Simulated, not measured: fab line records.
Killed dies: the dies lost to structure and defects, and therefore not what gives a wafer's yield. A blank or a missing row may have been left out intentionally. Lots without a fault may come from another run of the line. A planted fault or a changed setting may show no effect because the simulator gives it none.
Which tool did it? + flow nand-harc + 24 lots, 72 wafers sampled, at 2 steps of a route of 1302

## WHAT EACH GAUGE READ, for each wafer
NHARC_P_M0_CD_MEAS_16. Usual: cd-nm reads 89.6 nm (standard deviation 0.89).
| lot  | measured     | on        | cd-nm (nm)     | flag |
|------|--------------|-----------|----------------|------|
| L074 | day 5 23:07  | cd-sem-03 | 88.4 89.8 88.5 |      |
| L075 | day 6 12:38  | cd-sem-01 | 88.4 90.4 87.9 |      |
| L076 | day 6 23:44  | cd-sem-01 | 89.9 89.5 90.3 |      |
| L077 | day 7 07:55  | cd-sem-03 | 88.0 90.4 88.7 |      |
| L078 | day 7 21:47  | cd-sem-01 | 90.0 89.7 89.5 |      |
| L079 | day 8 10:47  | cd-sem-02 | 92.1 90.0 91.4 |      |
| L080 | day 8 15:13  | cd-sem-01 | 90.0 89.5 90.2 |      |
| L081 | day 9 00:56  | cd-sem-03 | 89.8 90.6 90.1 |      |
| L082 | day 9 16:28  | cd-sem-03 | 88.4 89.6 89.9 |      |
| L083 | day 10 02:44 | cd-sem-03 | 89.0 89.8 89.6 |      |
| L085 | day 10 16:32 | cd-sem-01 | 89.5 89.5 90.2 |      |
| L084 | day 10 18:49 | cd-sem-01 | 90.5 88.1 89.8 |      |
| L086 | day 11 03:43 | cd-sem-03 | 88.8 89.8 89.2 |      |
| L087 | day 11 10:42 | cd-sem-03 | 89.3 89.5 89.5 |      |
| L088 | day 12 03:08 | cd-sem-03 | 89.2 90.5 89.5 |      |
| L089 | day 12 08:55 | cd-sem-02 | 90.4 91.5 91.1 |      |
| L090 | day 12 20:46 | cd-sem-01 | 89.0 90.3 89.8 |      |
| L091 | day 13 08:07 | cd-sem-01 | 88.2 88.3 88.7 |      |
| L092 | day 13 12:58 | cd-sem-03 | 88.6 90.2 89.4 |      |
| L093 | day 13 23:43 | cd-sem-02 | 89.5 88.5 89.1 |      |
| L095 | day 14 18:17 | cd-sem-02 | 88.1 89.6 88.4 |      |
| L094 | day 14 22:03 | cd-sem-01 | 89.9 89.0 91.5 |      |
| L096 | day 15 08:56 | cd-sem-01 | 89.0 89.3 88.7 |      |
| L097 | day 16 01:02 | cd-sem-03 | 90.4 91.8 89.9 |      |

## WHAT TOOL EACH LOT RAN ON (gives the tool, then ch and the chambers of the sampled wafers, and finally the start)
| lot  | NHARC_P_CONTACT_ALD_22              |
|------|-------------------------------------|
| L074 | ald-metal-01 ch 0,1,3, day 5 20:30  |
| L075 | ald-metal-04 ch 1,2, day 6 09:57    |
| L076 | ald-metal-04 ch 2,3, day 6 20:52    |
| L077 | ald-metal-02 ch 0,1,2, day 7 05:11  |
| L078 | ald-metal-04 ch 0,1,2, day 7 19:15  |
| L079 | ald-metal-04 ch 0,2,3, day 8 08:11  |
| L080 | ald-metal-01 ch 0,2, day 8 12:26    |
| L081 | ald-metal-04 ch 0,2,3, day 8 22:16  |
| L082 | ald-metal-04 ch 0,1, day 9 13:58    |
| L083 | ald-metal-02 ch 1,2, day 9 23:50    |
| L085 | ald-metal-02 ch 1,2, day 10 13:53   |
| L084 | ald-metal-01 ch 1,2,3, day 10 16:18 |
| L086 | ald-metal-01 ch 1,2,3, day 11 01:04 |
| L087 | ald-metal-04 ch 0,2,3, day 11 07:32 |
| L088 | ald-metal-02 ch 1,3, day 12 00:19   |
| L089 | ald-metal-04 ch 1,3, day 12 06:16   |
| L090 | ald-metal-04 ch 0,2,3, day 12 17:59 |
| L091 | ald-metal-04 ch 0,1,3, day 13 05:27 |
| L092 | ald-metal-01 ch 0,2,3, day 13 10:17 |
| L093 | ald-metal-01 ch 1,2,3, day 13 21:04 |
| L095 | ald-metal-01 ch 0,1,2, day 14 15:31 |
| L094 | ald-metal-04 ch 0,3, day 14 19:22   |
| L096 | ald-metal-02 ch 0,1,2, day 15 06:18 |
| L097 | ald-metal-04 ch 0,1,2, day 15 22:22 |
- NHARC_P_CONTACT_ALD_22: deposits TiN, target thk 3 nm, pulse time 1 s, ald cycles 150.

## AS READ BY THE TOOLS THEMSELVES (means over the sampled wafers that have a number; for cases with no such wafer, the mark the record gives instead)
NHARC_P_CONTACT_ALD_22. Usual: heater-power-outer-w 691 W, standard deviation 55; heater-power-w 1125 W, standard deviation 100; precursor-pulse-height-rel 0.996, standard deviation 0.021.
| lot  | tool         | heater-power-outer-w (W) | heater-power-w (W) | precursor-pulse-height-rel | flag |
|------|--------------|--------------------------|--------------------|----------------------------|------|
| L074 | ald-metal-01 | 660                      | 1064               | 0.985                      |      |
| L075 | ald-metal-04 | 714                      | 1230               | 1.000                      |      |
| L076 | ald-metal-04 | 702                      | 1174               | 1.003                      |      |
| L077 | ald-metal-02 | 762                      | 1190               | 0.993                      |      |
| L078 | ald-metal-04 | 710                      | 1197               | 0.991                      |      |
| L079 | ald-metal-04 | 707                      | 1164               | 1.002                      |      |
| L080 | ald-metal-01 | 653                      | 1081               | 0.982                      |      |
| L081 | ald-metal-04 | 712                      | 1164               | 0.987                      |      |
| L082 | ald-metal-04 | 671                      | 1145               | 0.996                      |      |
| L083 | ald-metal-02 | 803                      | 1273               | 1.009                      |      |
| L085 | ald-metal-02 | 794                      | 1249               | 0.998                      |      |
| L084 | ald-metal-01 | 630                      | 1019               | 1.004                      |      |
| L086 | ald-metal-01 | 626                      | 1002               | 0.979                      |      |
| L087 | ald-metal-04 | 700                      | 1152               | 0.986                      |      |
| L088 | ald-metal-02 | 713                      | 1086               | 0.993                      |      |
| L089 | ald-metal-04 | 668                      | 1128               | 1.013                      |      |
| L090 | ald-metal-04 | 714                      | 1137               | 1.002                      |      |
| L091 | ald-metal-04 | 678                      | 1113               | 1.010                      |      |
| L092 | ald-metal-01 | 630                      | 1005               | 1.005                      |      |
| L093 | ald-metal-01 | 620                      | 1018               | 0.990                      |      |
| L095 | ald-metal-01 | 661                      | 1055               | 1.011                      |      |
| L094 | ald-metal-04 | 699                      | 1121               | 0.989                      |      |
| L096 | ald-metal-02 | 725                      | 1160               | 1.000                      |      |
| L097 | ald-metal-04 | 716                      | 1184               | 0.991                      |      |

## THE ANSWER, worked out from the rows above alone
Rule: lot off if the mean of its wafers having a number is beyond 3 standard deviations from the usual mean. A lot without any number at a reading at which 4 lots or more have one is off too. The other lots that the step has rows for count as sound. After the gauges, taken in route order, come the tools' own readings; for these a lot's mean is taken, as printed above. The first step at which some lot is off is used, and at that step the reading that is off furthest; a lot without a number counts as furthest.
No lot is off on any of the readings shown, so nothing can be concluded from this.

## WHAT HAD BEEN PUT IN BY THE SIMULATOR
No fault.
